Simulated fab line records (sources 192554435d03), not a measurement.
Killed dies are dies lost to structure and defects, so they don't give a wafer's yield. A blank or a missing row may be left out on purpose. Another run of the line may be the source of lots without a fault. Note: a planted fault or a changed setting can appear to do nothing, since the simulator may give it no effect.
Comparing a struck lot with a sound one | flow n5-finfet | 14 steps out of a route of 1938
Sound: wafers L608.3, L608.5, L608.6. Struck: wafer L622.1 (left out: L622.4, L622.5 of the same lot, which were not struck); the cause appears at the end.
Order at every step that has rows: each side's tool, ch and its chambers, its first start. Under that, the readings that differ: sound wafers | struck wafers | difference of the means | sigmas: that difference in standard deviations of wafers without a fault.
alike: readings with means less than 2 such deviations apart, plus words and numbers identical on both sides. not compared: withheld readings, readings lacking a value on some wafer, bounds such as >300 that could conceal the same value, and numbers that have no deviation in the record and whose values overlap.
The two part at a step that has a row with sigmas, a row that says differs or no value, or rows on one side only. Numbers that have no deviation but don't overlap get no sigmas and don't part them. Lack of a reading on every wafer of one side parts them only where that side has two or more wafers.

first, 8 steps without rows for these wafers: N5_BEOL_M13_COAT_66 (time 60 s, resist thk 110 nm); N5_BEOL_M13_COAT_22 (resist thk 300 nm); N5_BEOL_M13_EBR_24; N5_BEOL_M13_SOFTBAKE_23 (time 60 s); N5_BEOL_M13_EXPOSE_25 (exposes mask M13, target cd 210 nm); N5_BEOL_M13_PEB_26 (peb time 90 s); N5_BEOL_M13_DEVELOP_27 (develop time 45 s); N5_BEOL_M13_HARDBAKE_32 (time 120 s).
N5_BEOL_M13_CD_MEAS_28: the cd target is 209.5 nm.
  sound on cd-sem-03 ch 0, day 12 07:37; struck on cd-sem-02 ch 0, day 16 23:25
  alike: cd-nm
N5_BEOL_M13_OVL_MEAS_29:
  sound on overlay-02 ch 0, day 12 07:38; struck on overlay-01 ch 0, day 16 23:26
  alike: M13_OVL
N5_BEOL_M13_INSPECT_30: inspects for defects (macro).
  sound on defect-inspect-01 at day 12 07:40; struck on defect-inspect-01 at day 16 23:28
  alike: raw-defect-count
N5_BEOL_M13_DESCUM_33: chemistry O2, time 7.9 s.
  sound on rie-diel-03 ch 1,2,3, day 12 07:42; struck on rie-diel-02 ch 1, day 16 23:46
  alike: drypump-motor-current-A, o2-flow-sccm, oes-product-au, rf-vpp-V, showerhead-plenum-p-Torr, throttle-valve-pct
  not compared: rf-hours-counter-h
N5_BEOL_M13_ETCH_67: etches SiARC in CF4, target depth 143 nm, time 238.3 s.
  sound on rie-diel-03 ch 1,2,3, day 12 07:44; struck on rie-diel-02 ch 1, day 16 23:47
  reading                         | sound              | struck | difference | sigmas
  cf4-flow-sccm (sccm)            | 100.19 99.79 99.84 | 130.56 | +30.62     | +99 or more
  showerhead-plenum-p-Torr (Torr) | 2.26 2.27 2.19     | 2.38   | +0.14      | +2
  throttle-valve-pct (%)          | 15.41 15.42 15.79  | 16.58  | +1.04      | +4
  alike: drypump-motor-current-A, etch-rf-on-time-s, oes-product-au, rf-vpp-V
  not compared: rf-hours-counter-h
N5_BEOL_M13_ETCH_68: etches SOC in N2/H2, time 355 s.
  sound on rie-diel-03 ch 1,2,3, day 12 07:53; struck on rie-diel-02 ch 1, day 16 23:56
  reading             | sound             | struck | difference | sigmas
  h2-flow-sccm (sccm) | 199.8 200.6 200.6 | 199.2  | -1.1       | -2
  alike: drypump-motor-current-A, n2-flow-sccm, oes-product-au, rf-vpp-V, showerhead-plenum-p-Torr, throttle-valve-pct
  not compared: rf-hours-counter-h

WHERE THEY PART
Last at N5_BEOL_M13_ETCH_68 as far as this record goes, first at N5_BEOL_M13_ETCH_67.

WHY: what had been put in by the simulator
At N5_BEOL_M13_ETCH_67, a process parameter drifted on rie-diel-02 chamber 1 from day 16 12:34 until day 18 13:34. A move of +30 in setting cf4-flow-sccm, from 100. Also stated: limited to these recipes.
